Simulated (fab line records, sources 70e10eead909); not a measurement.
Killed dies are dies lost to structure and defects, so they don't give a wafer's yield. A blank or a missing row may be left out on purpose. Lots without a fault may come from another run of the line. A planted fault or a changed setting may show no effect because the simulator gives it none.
A struck lot beside a sound one | flow nand_harc | 14 steps out of a route of 1159
Sound: wafers L775.1, L775.2, L775.6. Struck: wafers L789.2, L789.3, L789.4. The cause comes at the end.
At each step with rows: each side's tool, then ch and its chambers, then its first start. Under that, the readings that differ: sound wafers | struck wafers | difference of the means | sigmas: that difference in standard deviations of wafers without a fault.
alike: readings whose means differ by less than 2 such deviations, and words and numbers that are the same on both sides. not compared: withheld readings, readings that some wafer has no value for, bounds like >300 that may hide the same value, and numbers for which the record gives no deviation and whose values overlap.
The two part at a step that has a row with sigmas, a row that says differs or no value, or rows on one side only. Numbers that don't overlap but have no deviation are shown without sigmas and don't part them. A reading that every wafer of one side lacks parts them only if that side has two wafers or more.

first, 5 steps without rows for these wafers: NHARC_A_CHANNEL_HOLE_D1_SOFTBAKE_05 (time 55 s); NHARC_A_CHANNEL_HOLE_D1_EBR_06; NHARC_A_CHANNEL_HOLE_D1_EXPOSE_07 (exposes mask HOLE D1, target cd 100 nm); NHARC_A_CHANNEL_HOLE_D1_PEB_08 (peb time 65 s); NHARC_A_CHANNEL_HOLE_D1_DEVELOP_09 (develop time 35 s).
NHARC_A_CHANNEL_HOLE_D1_CD_MEAS_10: target cd 100 nm.
  sound on cd_sem-03 ch 0, day 9 20:35; struck on cd_sem-02 ch 0, day 13 06:20
  alike: cd_nm
NHARC_A_CHANNEL_HOLE_D1_OVL_MEAS_11:
  sound on overlay-02, day 9 20:41; struck on overlay-01, day 13 06:25
  alike: overlay_x_nm, overlay_y_nm
NHARC_A_CHANNEL_HOLE_D1_INSPECT_12:
  sound on defect_inspect-02, day 9 20:43; struck on defect_inspect-02, day 13 06:28
  reading          | sound  | struck | difference | sigmas
  raw_defect_count | 20 6 9 | 2 5 6  | -7         | -2
NHARC_A_CHANNEL_HOLE_D1_DESCUM_15: chemistry O2, time 3 s.
  sound on rie_diel-10 ch 0,1, day 9 20:47; struck on rie_diel-10 ch 0,2,3, day 13 06:31
  alike: drypump_motor_current_A, oes_product_au, rf_vpp_V, showerhead_plenum_p_Torr, throttle_valve_pct
  not compared: rf_hours_counter_h
NHARC_A_CHANNEL_HOLE_D1_ETCH_38: etches the open film in CF4, target depth 39 nm, time 65 s.
  sound on rie_diel-10 ch 0,1,2, day 9 20:52; struck on rie_diel-10 ch 0,1,3, day 13 06:37
  alike: bias_w, cf4_flow_sccm, drypump_motor_current_A, oes_product_au, rf_fwd_power_W, rf_vpp_V, showerhead_plenum_p_Torr, throttle_valve_pct
  not compared: rf_hours_counter_h
NHARC_A_CHANNEL_HOLE_D1_ETCH_39: etches the open film in N2/H2, target depth 260 nm, time 325 s.
  sound on rie_diel-10 ch 2,3; struck on rie_diel-10 ch 0,2,3
  alike: bias_w, chamber_pressure_mTorr, drypump_motor_current_A, oes_product_au, rf_fwd_power_W, rf_vpp_V, showerhead_plenum_p_Torr, throttle_valve_pct
  not compared: rf_hours_counter_h
NHARC_A_CHANNEL_HOLE_D1_ETCH_34: etches the open film in CF4/CHF3, target depth 154 nm, time 77 s.
  sound on rie_diel-10 ch 0,1,2; struck on rie_diel-10 ch 1,2,3
  alike: bias_w, cf4_flow_sccm, drypump_motor_current_A, oes_product_au, rf_fwd_power_W, rf_vpp_V, showerhead_plenum_p_Torr, throttle_valve_pct
  not compared: rf_hours_counter_h
NHARC_A_CHANNEL_HOLE_D1_ETCH_16: etches the open film in O2/COS, target depth 3100 nm, time 806 s.
  sound on rie_diel-10 ch 0,1,3, day 9 21:26; struck on rie_diel-10 ch 0,2,3, day 13 07:03
  no value came back on the struck wafers for any of 8 readings (bias_w (W), chamber_pressure_mTorr (mTorr) and others); on the sound wafers bias_w (W) reads 298.5 299.7 299.1
  not compared: rf_hours_counter_h
NHARC_A_CHANNEL_HOLE_D1_CD_MEAS_18:
  sound on cd_sem-03, day 9 21:53; struck on cd_sem-02, day 13 07:38
  alike: cd_nm

WHERE THEY PART
First at NHARC_A_CHANNEL_HOLE_D1_INSPECT_12; last, within this record, at NHARC_A_CHANNEL_HOLE_D1_ETCH_16. Later steps at which nothing parts them and some readings are alike: NHARC_A_CHANNEL_HOLE_D1_CD_MEAS_18.

WHY: what the simulator had put in
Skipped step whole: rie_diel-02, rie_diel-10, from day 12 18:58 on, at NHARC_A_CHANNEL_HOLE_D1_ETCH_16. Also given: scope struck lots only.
